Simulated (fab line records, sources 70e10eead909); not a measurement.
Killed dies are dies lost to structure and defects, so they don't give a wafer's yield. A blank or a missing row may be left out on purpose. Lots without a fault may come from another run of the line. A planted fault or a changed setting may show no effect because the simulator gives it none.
Chamber matching | flow nand_harc | NHARC_A_CONTACT_ETCH_75 on rie_diel-07: 4 sister chambers
The step etches the open film in CF4, target depth 39 nm, time 65 s. 4 wafers are shown with their chamber, then 12 later ones without.

WAFERS WITH THEIR CHAMBER
wafer  | chamber | rf_vpp_V (V)
L085.3 | 2       | 151.8
L093.2 | 0       | 149.6
L093.3 | 1       | 151.4
L093.5 | 3       | 151.7

WAFERS WITHOUT THEIR CHAMBER
wafer  | rf_vpp_V (V)
L092.1 | 149.4
L092.4 | 151.6
L092.6 | 153.1
L095.1 | 153.0
L095.4 | 151.9
L095.5 | 151.2
L097.3 | 153.6
L097.4 | 150.4
L097.6 | 151.7
L096.2 | 150.8
L096.3 | 149.8
L096.6 | 149.4

WHICH CHAMBER EACH WENT THROUGH
wafer  | from the rows above               | in truth
L092.1 | 0                                 | 0
L092.4 | can't be placed: 3 or 1 or 2      | 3
L092.6 | can't be placed: 2 or 3 or 1      | 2
L095.1 | can't be placed: 2 or 3 or 1      | 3
L095.4 | can't be placed: 2 or 3 or 1      | 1
L095.5 | can't be placed: 1 or 3 or 2 or 0 | 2
L097.3 | can't be placed: 2 or 3 or 1      | 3
L097.4 | can't be placed: 0 or 1 or 3 or 2 | 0
L097.6 | can't be placed: 3 or 2 or 1      | 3
L096.2 | can't be placed: 1 or 3 or 2 or 0 | 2
L096.3 | can't be placed: 0 or 1           | 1
L096.6 | 0                                 | 0
Placed correctly: 2 of 12. Can't be placed from these rows: 10 (the true chamber is among the candidates in 10). Placed wrongly: 0.
How it was worked out, from the rows above alone: a wafer's distance from a chamber is the root of the sum, over the readings, of the square of ((its reading less the chamber's mean) divided by the reading's scatter). The wafer belongs to the nearest chamber; if the next one is less than 2 further off, it can't be placed. A chamber's mean is the mean of its shown wafers. The scatter: with one shown wafer a chamber, the root of the mean of the squares of how far each hidden wafer lies from its nearest shown one.
